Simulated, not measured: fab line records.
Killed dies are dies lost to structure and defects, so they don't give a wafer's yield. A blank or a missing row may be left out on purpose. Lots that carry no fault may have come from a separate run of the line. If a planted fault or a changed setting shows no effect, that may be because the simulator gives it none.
Chamber matching || flow n5-finfet || 4 sister chambers for N5_BEOL_M11_STRIP_36 on rie-diel-01
The step strips in N2/H2. 4 wafers are shown with their chamber, then 7 later ones without.

WAFERS, EACH WITH ITS CHAMBER
{"wafer": "L138.5", "chamber": 2, "drypump-motor-current-A (A)": 5.5}
{"wafer": "L144.5", "chamber": 0, "drypump-motor-current-A (A)": 5.9}
{"wafer": "L144.6", "chamber": 1, "drypump-motor-current-A (A)": 5.2}
{"wafer": "L152.2", "chamber": 3, "drypump-motor-current-A (A)": 6.4}

WAFERS WHOSE CHAMBER IS MISSING
{"wafer": "L152.3", "drypump-motor-current-A (A)": 5.5}
{"wafer": "L152.5", "drypump-motor-current-A (A)": 5.9}
{"wafer": "L137.1", "drypump-motor-current-A (A)": 6.4}
{"wafer": "L137.4", "drypump-motor-current-A (A)": 5.9}
{"wafer": "L153.2", "drypump-motor-current-A (A)": 6.4}
{"wafer": "L153.3", "drypump-motor-current-A (A)": 5.4}
{"wafer": "L153.5", "drypump-motor-current-A (A)": 5.5}

EACH ONE'S CHAMBER
{"wafer": "L152.3", "from the rows above": 2, "in truth": 2}
{"wafer": "L152.5", "from the rows above": 0, "in truth": 0}
{"wafer": "L137.1", "from the rows above": 3, "in truth": 3}
{"wafer": "L137.4", "from the rows above": 0, "in truth": 0}
{"wafer": "L153.2", "from the rows above": 3, "in truth": 3}
{"wafer": "L153.3", "from the rows above": 2, "in truth": 2}
{"wafer": "L153.5", "from the rows above": 2, "in truth": 2}
Correct placement for 7 of the 7. Can't be placed from these rows: 0. Placed wrongly: 0.
How it was worked out, from the rows above alone: a wafer's distance from a chamber is the root of the sum, over the readings, of the square of ((its reading less the chamber's mean) divided by the reading's scatter). The wafer belongs to the nearest chamber; if the next one is less than 2 further off, it can't be placed. A chamber's mean is the mean of its shown wafers. The scatter (one wafer shown for each chamber): square how far every hidden wafer sits from the nearest shown wafer, average those squares and take the square root.
